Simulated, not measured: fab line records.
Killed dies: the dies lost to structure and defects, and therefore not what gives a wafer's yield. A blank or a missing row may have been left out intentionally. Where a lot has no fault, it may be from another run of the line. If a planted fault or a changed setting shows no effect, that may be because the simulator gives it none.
Which tool was responsible? || flow nand_harc || 12 lots with 36 wafers sampled at 5 steps, on a route of 1302 steps

## WHAT THE GAUGES SHOWED, per wafer
NHARC_A_START_INSPECT_01.
{"lot": "L075", "measured": "day 7 07:22", "on": "defect_inspect-01", "raw_defect_count": "4 1 2"}
{"lot": "L077", "measured": "day 8 07:12", "on": "defect_inspect-02", "raw_defect_count": "3 2 4"}
{"lot": "L079", "measured": "day 8 22:35", "on": "defect_inspect-02", "raw_defect_count": "2 2 3"}
{"lot": "L080", "measured": "day 9 15:09", "on": "defect_inspect-01", "raw_defect_count": "1 2 4"}
{"lot": "L083", "measured": "day 10 20:05", "on": "defect_inspect-01", "raw_defect_count": "6 1 3"}
{"lot": "L085", "measured": "day 11 17:20", "on": "defect_inspect-02", "raw_defect_count": "3 2 5"}
{"lot": "L086", "measured": "day 12 01:40", "on": "defect_inspect-02", "raw_defect_count": "2 2 1"}
{"lot": "L089", "measured": "day 12 21:37", "on": "defect_inspect-01", "raw_defect_count": "8 5 5"}
{"lot": "L091", "measured": "day 13 21:25", "on": "defect_inspect-02", "raw_defect_count": "4 6 4"}
{"lot": "L093", "measured": "day 14 15:01", "on": "defect_inspect-02", "raw_defect_count": "3 9 4"}
{"lot": "L095", "measured": "day 15 13:34", "on": "defect_inspect-01", "raw_defect_count": "2 5 4"}
{"lot": "L097", "measured": "day 16 04:13", "on": "defect_inspect-01", "raw_defect_count": "6 7 6"}

## TOOL THAT RAN EACH LOT (tool first, then ch and the chambers of the sampled wafers, then the start)
{"lot": "L075", "NHARC_P_M1_CMP_23": "cmp-01 ch 0,2,3, day 6 21:47", "NHARC_P_BONDPAD_DESCUM_11": "rie_diel-05 ch 1,3, day 7 04:23", "NHARC_P_BONDPAD_ANNEAL_28": "rtp_anneal-02 ch 0, day 7 06:03", "NHARC_P_BONDPAD_CMP_19": "cmp-03 ch 1,3, day 7 06:25"}
{"lot": "L077", "NHARC_P_M1_CMP_23": "cmp-01 ch 2,3, day 7 21:40", "NHARC_P_BONDPAD_DESCUM_11": "rie_diel-07 ch 2,3, day 8 04:12", "NHARC_P_BONDPAD_ANNEAL_28": "rtp_anneal-02 ch 0, day 8 06:01", "NHARC_P_BONDPAD_CMP_19": "cmp-04 ch 1,2,3, day 8 06:16"}
{"lot": "L079", "NHARC_P_M1_CMP_23": "cmp-01 ch 0,2,3, day 8 12:32", "NHARC_P_BONDPAD_DESCUM_11": "rie_diel-07 ch 2,3, day 8 19:32", "NHARC_P_BONDPAD_ANNEAL_28": "rtp_anneal-02 ch 0, day 8 21:19", "NHARC_P_BONDPAD_CMP_19": "cmp-03 ch 1,2, day 8 21:34"}
{"lot": "L080", "NHARC_P_M1_CMP_23": "cmp-02 ch 2,3, day 9 05:37", "NHARC_P_BONDPAD_DESCUM_11": "rie_diel-12 ch 1,2, day 9 12:07", "NHARC_P_BONDPAD_ANNEAL_28": "rtp_anneal-02 ch 0, day 9 13:55", "NHARC_P_BONDPAD_CMP_19": "cmp-03 ch 0,2, day 9 14:10"}
{"lot": "L083", "NHARC_P_M1_CMP_23": "cmp-02 ch 0,1,2, day 10 09:50", "NHARC_P_BONDPAD_DESCUM_11": "rie_diel-12 ch 1,2,3, day 10 16:55", "NHARC_P_BONDPAD_ANNEAL_28": "rtp_anneal-01 ch 0, day 10 18:44", "NHARC_P_BONDPAD_CMP_19": "cmp-01 ch 0,3, day 10 19:08"}
{"lot": "L085", "NHARC_P_M1_CMP_23": "cmp-03 ch 0,1,3, day 11 07:16", "NHARC_P_BONDPAD_DESCUM_11": "rie_diel-05 ch 2,3, day 11 14:11", "NHARC_P_BONDPAD_ANNEAL_28": "rtp_anneal-01 ch 0, day 11 16:03", "NHARC_P_BONDPAD_CMP_19": "cmp-04 ch 0,2,3, day 11 16:21"}
{"lot": "L086", "NHARC_P_M1_CMP_23": "cmp-03 ch 1,2, day 11 16:10", "NHARC_P_BONDPAD_DESCUM_11": "rie_diel-07 ch 0,3, day 11 22:31", "NHARC_P_BONDPAD_ANNEAL_28": "rtp_anneal-01 ch 0, day 12 00:23", "NHARC_P_BONDPAD_CMP_19": "cmp-01 ch 0,3, day 12 00:41"}
{"lot": "L089", "NHARC_P_M1_CMP_23": "cmp-01 ch 2,3, day 12 11:23", "NHARC_P_BONDPAD_DESCUM_11": "rie_diel-12 ch 1,2,3, day 12 18:29", "NHARC_P_BONDPAD_ANNEAL_28": "rtp_anneal-02 ch 0, day 12 20:19", "NHARC_P_BONDPAD_CMP_19": "cmp-01 ch 1,3, day 12 20:38"}
{"lot": "L091", "NHARC_P_M1_CMP_23": "cmp-03 ch 0,1, day 13 11:55", "NHARC_P_BONDPAD_DESCUM_11": "rie_diel-12 ch 2,3, day 13 18:24", "NHARC_P_BONDPAD_ANNEAL_28": "rtp_anneal-01 ch 0, day 13 20:07", "NHARC_P_BONDPAD_CMP_19": "cmp-03 ch 1,2,3, day 13 20:30"}
{"lot": "L093", "NHARC_P_M1_CMP_23": "cmp-03 ch 1,2,3, day 14 04:53", "NHARC_P_BONDPAD_DESCUM_11": "rie_diel-12 ch 2,3, day 14 11:40", "NHARC_P_BONDPAD_ANNEAL_28": "rtp_anneal-01 ch 0, day 14 13:28", "NHARC_P_BONDPAD_CMP_19": "cmp-04 ch 1,2,3, day 14 14:02"}
{"lot": "L095", "NHARC_P_M1_CMP_23": "cmp-01 ch 0,1, day 15 03:51", "NHARC_P_BONDPAD_DESCUM_11": "rie_diel-12 ch 0,1,2, day 15 10:33", "NHARC_P_BONDPAD_ANNEAL_28": "rtp_anneal-01 ch 0, day 15 12:19", "NHARC_P_BONDPAD_CMP_19": "cmp-04 ch 0,2,3, day 15 12:38"}
{"lot": "L097", "NHARC_P_M1_CMP_23": "cmp-03 ch 0,1,3, day 15 18:47", "NHARC_P_BONDPAD_DESCUM_11": "rie_diel-07 ch 1,2,3, day 16 01:09", "NHARC_P_BONDPAD_ANNEAL_28": "rtp_anneal-01 ch 0, day 16 02:59", "NHARC_P_BONDPAD_CMP_19": "cmp-01 ch 0,1,2, day 16 03:13"}
- NHARC_P_M1_CMP_23: polishes, t overpolish 20 s, target thk 157.82 nm.
- NHARC_P_BONDPAD_DESCUM_11: chemistry O2, time 3 s.
- NHARC_P_BONDPAD_ANNEAL_28: time 90 s.
- NHARC_P_BONDPAD_CMP_19: polishes, t overpolish 30 s, cu recess touch 16 s, target thk 160.81 nm.

## THE ANSWER, worked out from the rows above alone
Rule: what is usual is taken from the lots themselves. The widest of any qualifying gaps counts: lots, ordered by their means at a reading, are off when they make up no more than a third of the lots, leave a main group of 4 or more, and stand apart from it by 3 or more times the standard deviation of that group's means. Not used: any main group whose means are identical at the precision the tables above print for the reading. A lot without any number at a reading at which 4 lots or more have one is off too. Any other lot the step has rows for is counted as sound.
Across all readings shown, no lot is off: no conclusion can be drawn from this.

## WHAT THE SIMULATOR PUT IN
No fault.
